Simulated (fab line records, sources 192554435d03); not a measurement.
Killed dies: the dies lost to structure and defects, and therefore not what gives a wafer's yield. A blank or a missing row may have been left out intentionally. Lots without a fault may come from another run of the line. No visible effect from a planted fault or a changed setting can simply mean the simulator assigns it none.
Which tool did it? | flow n5_finfet | Sampling: 10 lots, 28 wafers, 5 of 1938 route steps

## WHAT THE GAUGES SHOWED, per wafer
N5_BEOL_M1_OVL_MEAS_12. Usual: M1_OVL gives -0.1 nm (standard deviation 0.73).
lot  | measured     | on         | M1_OVL (nm)    | flag
L263 | day 6 08:39  | overlay-01 | -0.8 -0.4 -0.1 |
L264 | day 6 15:06  | overlay-01 | -0.2 0.7 0.2   |
L269 | day 7 23:40  | overlay-02 | -0.6 -0.2 -0.1 |
L270 | day 8 03:42  | overlay-01 | -0.3 -1.8 -1.5 |
L276 | day 9 15:26  | overlay-02 | -0.7 0.6 0.1   |
L277 | day 9 20:23  | overlay-02 | -0.3 0.3       |
L278 | day 10 02:41 | overlay-01 | -0.3 0.5       |
L281 | day 10 20:04 | overlay-02 | -1.0 0.0 -0.5  |
L283 | day 11 12:19 | overlay-02 | -0.6 -0.4 -0.3 |
L284 | day 11 23:23 | overlay-02 | 1.3 0.1 0.4    |

N5_BEOL_M1_OVL_MEAS_29. Usual: V0_OVL gives 0.0 nm (standard deviation 0.59).
lot  | measured     | on         | V0_OVL (nm)    | flag
L263 | day 6 09:41  | overlay-02 | 0.2 0.5 1.3    |
L264 | day 6 16:16  | overlay-02 | -0.2 -0.5 -0.5 |
L269 | day 8 00:38  | overlay-02 | -0.4 -0.6 -0.3 |
L270 | day 8 04:47  | overlay-02 | 0.4 0.7 0.6    |
L276 | day 9 16:28  | overlay-01 | 0.5 0.3 -0.1   |
L277 | day 9 21:23  | overlay-02 | 0.4 -0.1       |
L278 | day 10 04:22 | overlay-02 | 0.2 0.6        |
L281 | day 10 21:04 | overlay-01 | -0.1 -0.8 -1.1 |
L283 | day 11 13:19 | overlay-01 | -1.1 1.2 -1.1  |
L284 | day 12 00:23 | overlay-02 | 0.3 -1.2 -0.1  |

N5_BEOL_M4_RC_MEAS_101. Usual: DIBL_N 35.9 mV/V, standard deviation 1.3; DIBL_P 35.9 mV/V, standard deviation 1.6; IOFF_N 0.156 nA/um, standard deviation 0.022; IOFF_P 0.205 nA/um, standard deviation 0.023; ION_N 675 uA/um, standard deviation 9; ION_P 463 uA/um, standard deviation 5.6; SS_N 71.4 mV/dec, standard deviation 0.57; SS_P 73.1 mV/dec, standard deviation 0.52; VT_N 249.7 mV, standard deviation 2.8; VT_P -250.2 mV, standard deviation 2.5.
lot  | measured     | on        | DIBL_N (mV/V)  | DIBL_P (mV/V)  | IOFF_N (nA/um)    | IOFF_P (nA/um)    | ION_N (uA/um) | ION_P (uA/um) | SS_N (mV/dec)  | SS_P (mV/dec)  | VT_N (mV)         | VT_P (mV)            | flag
L263 | day 8 04:08  | prober-02 | 35.6 35.5 35.9 | 34.2 34.0 33.5 | 0.159 0.150 0.156 | 0.222 0.217 0.207 | 675 666 667   | 464 461 457   | 71.5 72.1 71.5 | 73.0 72.8 72.6 | 246.2 250.6 248.4 | -248.6 -248.1 -250.1 |
L264 | day 8 12:51  | prober-02 | 37.0 37.4 35.8 | 36.3 37.6 35.2 | 0.171 0.182 0.143 | 0.212 0.231 0.192 | 677 680 673   | 457 462 457   | 72.1 71.4 71.3 | 73.2 73.9 73.3 | 249.5 246.6 249.4 | -248.3 -246.2 -250.7 |
L269 | day 9 13:36  | prober-02 | 34.7 37.3 35.3 | 35.5 38.2 35.8 | 0.136 0.170 0.142 | 0.218 0.266 0.223 | 673 675 679   | 467 472 474   | 71.1 72.1 71.8 | 72.3 73.3 72.5 | 249.2 248.7 250.7 | -247.6 -243.5 -248.0 |
L270 | day 10 06:52 | prober-02 | 37.2 35.3 35.9 | 36.4 34.1 35.7 | 0.155 0.128 0.136 | 0.213 0.190 0.205 | 672 656 661   | 463 456 459   | 72.2 71.9 71.6 | 73.2 72.2 73.4 | 249.8 253.4 250.5 | -249.4 -249.6 -251.1 |
L276 | day 11 16:08 | prober-02 | 35.0 35.4 34.6 | 34.1 34.7 34.4 | 0.152 0.160 0.155 | 0.185 0.192 0.186 | 682 683 685   | 461 458 465   | 71.5 71.3 71.3 | 72.6 72.6 72.8 | 249.4 248.1 248.4 | -250.4 -252.3 -250.2 |
L277 | day 11 18:08 | prober-01 | 34.8 35.3      | 34.8 35.6      | 0.137 0.150       | 0.166 0.176       | 668 673       | 456 458       | 70.6 72.1      | 72.6 73.9      | 253.0 250.7       | -254.9 -254.0        |
L278 | day 11 22:10 | prober-01 | 35.8 36.7      | 35.4 36.7      | 0.154 0.179       | 0.198 0.222       | 684 679       | 464 465       | 71.5 71.5      | 72.8 73.8      | 249.4 247.4       | -249.8 -249.7        |
L281 | day 13 05:36 | prober-01 | 35.7 35.8 34.8 | 37.2 37.6 36.8 | 0.150 0.152 0.139 | 0.185 0.198 0.183 | 666 665 665   | 457 459 456   | 71.5 71.9 71.7 | 72.9 73.2 72.6 | 252.0 249.6 252.1 | -253.1 -253.4 -254.4 |
L283 | day 13 05:27 | prober-02 | 38.2 37.4 39.1 | 37.6 36.7 39.4 | 0.172 0.151 0.197 | 0.217 0.204 0.249 | 680 663 679   | 462 457 463   | 71.6 71.9 72.1 | 74.0 73.9 74.4 | 247.7 251.6 246.0 | -248.9 -250.7 -247.2 |
L284 | day 14 02:27 | prober-01 | 34.8 35.9 35.1 | 33.5 35.1 33.4 | 0.121 0.141 0.122 | 0.176 0.204 0.179 | 667 671 669   | 466 468 464   | 71.0 71.4 70.9 | 72.4 73.3 73.0 | 252.6 251.9 252.8 | -252.6 -248.8 -248.2 |

## WHICH TOOL RAN EACH LOT (tool, then ch and the chambers of the sampled wafers, then the start)
lot  | N5_BEOL_M1_HM_OPEN_17             | N5_BEOL_M1_ALD_98
L263 | rie_metal-03 ch 1, day 6 08:59    | ald_sin-04 ch 0,2, day 6 10:07
L264 | rie_metal-03 ch 0,1, day 6 15:44  | ald_sin-04 ch 0,2, day 6 16:37
L269 | rie_metal-01 ch 0,1, day 8 00:06  | ald_sin-04 ch 0,2,3, day 8 00:52
L270 | rie_metal-02 ch 1, day 8 04:04    | ald_sin-04 ch 2,3, day 8 06:01
L276 | rie_metal-03 ch 0,1, day 9 15:55  | ald_sin-04 ch 0,2,3, day 9 16:51
L277 | rie_metal-03 ch 0, day 9 20:43    | ald_sin-04 ch 2,3, day 9 21:37
L278 | rie_metal-01 ch 0,1, day 10 03:32 | ald_sin-04 ch 0,2, day 10 04:59
L281 | rie_metal-03 ch 0,1, day 10 20:25 | ald_sin-03 ch 0,1,3, day 10 21:16
L283 | rie_metal-03 ch 0,1, day 11 12:40 | ald_sin-01 ch 1,2, day 11 13:38
L284 | rie_metal-01 ch 0,1, day 11 23:45 | ald_sin-01 ch 1,2,3, day 12 00:41
- N5_BEOL_M1_HM_OPEN_17: chemistry Cl2/BCl3, target TiN, target depth 20 nm, overetch 6 nm.
- N5_BEOL_M1_ALD_98: deposits SiO2, target thk 2.5 nm, pulse time 1 s, co reactant pulse time 1 s.

## WHAT THE TOOLS THEMSELVES READ (means of the sampled wafers that have a number; where no wafer has one, the mark that the record gives instead)
N5_BEOL_M1_HM_OPEN_17. Usual: chamber_pressure_mTorr 10.000 mTorr, standard deviation 0.009; drypump_motor_current_A 5.6 A, standard deviation 0.45; oes_product_au 0.65 a.u., standard deviation 0.081; throttle_valve_pct 22.07 %, standard deviation 0.13.
lot  | tool         | chamber_pressure_mTorr (mTorr) | drypump_motor_current_A (A) | oes_product_au (a.u.) | throttle_valve_pct (%) | flag
L263 | rie_metal-03 | 9.993                          | 5.1                         | 0.59                  | 22.04                  |
L264 | rie_metal-03 | 9.998                          | 5.4                         | 0.60                  | 22.11                  |
L269 | rie_metal-01 | 10.003                         | 5.4                         | 0.59                  | 22.09                  |
L270 | rie_metal-02 | 9.990                          | 5.3                         | 0.67                  | 22.02                  |
L276 | rie_metal-03 | 10.003                         | 5.4                         | 0.60                  | 22.12                  |
L277 | rie_metal-03 | 10.008                         | 5.8                         | 0.61                  | 22.24                  |
L278 | rie_metal-01 | 10.005                         | 5.6                         | 0.59                  | 22.10                  |
L281 | rie_metal-03 | 10.003                         | 5.6                         | 0.60                  | 22.19                  |
L283 | rie_metal-03 | 9.997                          | 5.4                         | 0.59                  | 22.12                  |
L284 | rie_metal-01 | 10.006                         | 5.5                         | 0.57                  | 22.10                  |

N5_BEOL_M1_ALD_98. Usual: heater_power_w 75 W, standard deviation 7.2; precursor_pulse_height_rel 0.998, standard deviation 0.018.
lot  | tool       | heater_power_w (W) | precursor_pulse_height_rel | flag
L263 | ald_sin-04 | 67                 | 1.018                      |
L264 | ald_sin-04 | 66                 | 0.985                      |
L269 | ald_sin-04 | 71                 | 0.993                      |
L270 | ald_sin-04 | 74                 | 1.005                      |
L276 | ald_sin-04 | 71                 | 0.996                      |
L277 | ald_sin-04 | 74                 | 0.983                      |
L278 | ald_sin-04 | 68                 | 1.005                      |
L281 | ald_sin-03 | 82                 | 1.003                      |
L283 | ald_sin-01 | 83                 | 1.001                      |
L284 | ald_sin-01 | 78                 | 0.980                      |

## THE ANSWER, worked out from the rows above alone
Rule: a lot is off if the mean of its wafers that have a number lies more than 3 standard deviations from the usual mean. A lot without any number at a reading at which 4 lots or more have one is off too. All remaining lots with rows at the step are treated as sound. First the gauges in route order, then the tools' own readings, where a lot's mean is used as printed above. The first step at which some lot is off is used, and at that step the reading that is off furthest; a lot without a number counts as furthest.
No lot is off on any of the readings shown, so nothing can be concluded from this.

## WHAT THE SIMULATOR PUT IN
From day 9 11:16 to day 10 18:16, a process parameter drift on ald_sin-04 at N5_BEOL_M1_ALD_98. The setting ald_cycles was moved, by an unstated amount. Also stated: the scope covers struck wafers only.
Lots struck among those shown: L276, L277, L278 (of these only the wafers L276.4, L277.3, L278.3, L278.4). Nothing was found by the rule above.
